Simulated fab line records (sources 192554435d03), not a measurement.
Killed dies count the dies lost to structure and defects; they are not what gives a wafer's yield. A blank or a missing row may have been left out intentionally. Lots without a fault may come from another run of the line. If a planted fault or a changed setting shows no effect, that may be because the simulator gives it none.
Which tool is to blame? | flow n5 finfet | 9 lots with 27 wafers sampled at 4 steps, on a route of 1938 steps

WHAT THE GAUGES SHOWED, per wafer
N5_BEOL_M5_INSPECT_30: inspects for defects (brightfield). Usual: 388 for raw defect count, sd 90.
lot  | measured     | on                | raw defect count | flag
L274 | day 9 14:35  | defect inspect-01 | 505 441 338      |
L278 | day 10 19:53 | defect inspect-02 | 481 451 429      |
L276 | day 11 08:16 | defect inspect-02 | 236 297 220      |
L280 | day 11 11:38 | defect inspect-01 | 359 445 270      |
L285 | day 13 08:26 | defect inspect-02 | 412 228 339      |
L286 | day 14 04:11 | defect inspect-02 | 269 663 407      |
L289 | day 14 09:55 | defect inspect-02 | 334 406 302      |
L290 | day 15 03:15 | defect inspect-02 | 415 357 369      |
L292 | day 15 12:19 | defect inspect-02 | 331 306 370      |

WHAT TOOL EACH LOT RAN ON (gives the tool, then ch and the chambers of the sampled wafers, and finally the start)
lot  | N5_BEOL_M5_DESCUM_16               | N5_BEOL_M5_ETCH_62                 | N5_BEOL_M5_STRIP_19
L274 | rie diel-03 ch 0,1,2, day 9 10:46  | rie diel-03 ch 0,1,2, day 9 10:50  | rie diel-01 ch 0,1,2, day 9 11:13
L278 | rie diel-03 ch 0,1,3, day 10 17:45 | rie diel-03 ch 0,1,3, day 10 17:49 | rie diel-01 ch 0,3, day 10 18:06
L276 | rie diel-01 ch 0,1,3, day 11 06:47 | rie diel-01 ch 0,1,3, day 11 06:52 | rie diel-01 ch 1,3, day 11 07:47
L280 | rie diel-01 ch 0,2,3, day 11 10:25 | rie diel-01 ch 0,2,3, day 11 10:30 | rie diel-01 ch 0,2,3, day 11 11:07
L285 | rie diel-02 ch 0,1, day 13 06:49   | rie diel-02 ch 0,1, day 13 06:53   | rie diel-01 ch 1,3, day 13 07:10
L286 | rie diel-03 ch 0,2,3, day 14 02:35 | rie diel-03 ch 0,2,3, day 14 02:40 | rie diel-01 ch 0,1, day 14 02:57
L289 | rie diel-02 ch 0,1,3, day 14 08:49 | rie diel-02 ch 0,1,3, day 14 08:54 | rie diel-01 ch 0,2, day 14 09:10
L290 | rie diel-02 ch 0,1,3, day 14 23:13 | rie diel-02 ch 0,1,3, day 14 23:17 | rie diel-02 ch 0,2,3, day 15 00:19
L292 | rie diel-02 ch 0,2,3, day 15 08:55 | rie diel-02 ch 0,2,3, day 15 08:59 | rie diel-01 ch 1,2, day 15 09:24
- N5_BEOL_M5_DESCUM_16: chemistry O2, time 7 s.
- N5_BEOL_M5_ETCH_62: etches SOC in N2/H2, target depth 75 nm, overetch 15 nm, time 112.5 s.
- N5_BEOL_M5_STRIP_19: strips in O2.

WHAT THE TOOLS THEMSELVES READ (means of the sampled wafers that have a number; where no wafer has one, the mark that the record gives instead)
N5_BEOL_M5_DESCUM_16. Usual: drypump motor current A 5.6 A, standard deviation 0.34; oes product au 0.77 a.u., standard deviation 0.076; rf vpp V 243.5 V, standard deviation 1.5; showerhead plenum p Torr 2.11 Torr, standard deviation 0.075; throttle valve pct 20.63 %, standard deviation 0.22.
lot  | tool        | drypump motor current A (A) | oes product au (a.u.) | rf vpp V (V) | showerhead plenum p Torr (Torr) | throttle valve pct (%) | flag
L274 | rie diel-03 | 5.5                         | 0.81                  | 243.2        | 2.14                            | 20.62                  |
L278 | rie diel-03 | 5.6                         | 0.79                  | 243.7        | 2.14                            | 20.68                  |
L276 | rie diel-01 | 6.1                         | 0.72                  | 243.0        | 2.05                            | 20.67                  |
L280 | rie diel-01 | 5.9                         | 0.72                  | 242.9        | 2.08                            | 20.69                  |
L285 | rie diel-02 | 5.7                         | 0.75                  | 243.9        | 2.12                            | 20.54                  |
L286 | rie diel-03 | 5.4                         | 0.72                  | 242.3        | 2.08                            | 20.83                  |
L289 | rie diel-02 | 5.5                         | 0.81                  | 243.9        | 2.15                            | 20.53                  |
L290 | rie diel-02 | 5.5                         | 0.80                  | 244.0        | 2.14                            | 20.52                  |
L292 | rie diel-02 | 5.5                         | 0.79                  | 243.0        | 2.10                            | 20.51                  |

N5_BEOL_M5_ETCH_62. Usual: drypump motor current A 5.6 A, standard deviation 0.34; oes product au 0.60 a.u., standard deviation 0.058; rf vpp V 524.5 V, standard deviation 2.5; showerhead plenum p Torr 2.56 Torr, standard deviation 0.085; throttle valve pct 18.03 %, standard deviation 0.22.
lot  | tool        | drypump motor current A (A) | oes product au (a.u.) | rf vpp V (V) | showerhead plenum p Torr (Torr) | throttle valve pct (%) | flag
L274 | rie diel-03 | 5.5                         | 0.64                  | 525.0        | 2.59                            | 18.00                  |
L278 | rie diel-03 | 5.6                         | 0.63                  | 525.3        | 2.59                            | 18.08                  |
L276 | rie diel-01 | 6.1                         | 0.57                  | 522.6        | 2.50                            | 18.14                  |
L280 | rie diel-01 | 5.9                         | 0.56                  | 523.1        | 2.53                            | 18.14                  |
L285 | rie diel-02 | 5.7                         | 0.59                  | 524.5        | 2.58                            | 17.94                  |
L286 | rie diel-03 | 5.4                         | 0.57                  | 523.1        | 2.51                            | 18.15                  |
L289 | rie diel-02 | 5.5                         | 0.63                  | 525.1        | 2.60                            | 17.85                  |
L290 | rie diel-02 | 5.5                         | 0.63                  | 524.6        | 2.59                            | 17.86                  |
L292 | rie diel-02 | 5.5                         | 0.62                  | 524.4        | 2.55                            | 17.88                  |

N5_BEOL_M5_STRIP_19. Usual: drypump motor current A 5.7 A, standard deviation 0.34; oes product au 0.75 a.u., standard deviation 0.069; rf vpp V 3.6 V, standard deviation 0.47; showerhead plenum p Torr 2.11 Torr, standard deviation 0.068; throttle valve pct 16.91 %, standard deviation 0.2.
lot  | tool        | drypump motor current A (A) | oes product au (a.u.) | rf vpp V (V) | showerhead plenum p Torr (Torr) | throttle valve pct (%) | flag
L274 | rie diel-01 | 5.8                         | 0.73                  | 3.2          | 2.12                            | 16.99                  |
L278 | rie diel-01 | 6.0                         | 0.71                  | 3.3          | 2.06                            | 16.93                  |
L276 | rie diel-01 | 6.2                         | 0.72                  | 3.6          | 2.05                            | 16.90                  |
L280 | rie diel-01 | 5.9                         | 0.72                  | 3.6          | 2.08                            | 16.95                  |
L285 | rie diel-01 | 6.3                         | 0.71                  | 3.5          | 2.01                            | 16.85                  |
L286 | rie diel-01 | 5.9                         | 0.70                  | 3.4          | 2.08                            | 17.03                  |
L289 | rie diel-01 | 5.7                         | 0.69                  | 3.9          | 2.11                            | 17.08                  |
L290 | rie diel-02 | 5.5                         | 0.79                  | 3.7          | 2.11                            | 16.75                  |
L292 | rie diel-01 | 5.8                         | 0.70                  | 4.3          | 2.10                            | 17.05                  |

THE ANSWER, worked out from the rows above alone
Rule: a lot counts as off when the mean over its wafers that have a number is more than 3 standard deviations away from the usual mean. A lot without any number at a reading at which 4 lots or more have one is off too. Where the step has rows for the other lots, those lots are counted as sound. Order of review: gauges by route order, followed by the tools' own readings, for which a lot's mean as printed above is used. The first step at which some lot is off is used, and at that step the reading that is off furthest; a lot without a number counts as furthest.
None of the lots is off at any reading shown; this tells nothing.

WHAT HAD BEEN PUT IN BY THE SIMULATOR
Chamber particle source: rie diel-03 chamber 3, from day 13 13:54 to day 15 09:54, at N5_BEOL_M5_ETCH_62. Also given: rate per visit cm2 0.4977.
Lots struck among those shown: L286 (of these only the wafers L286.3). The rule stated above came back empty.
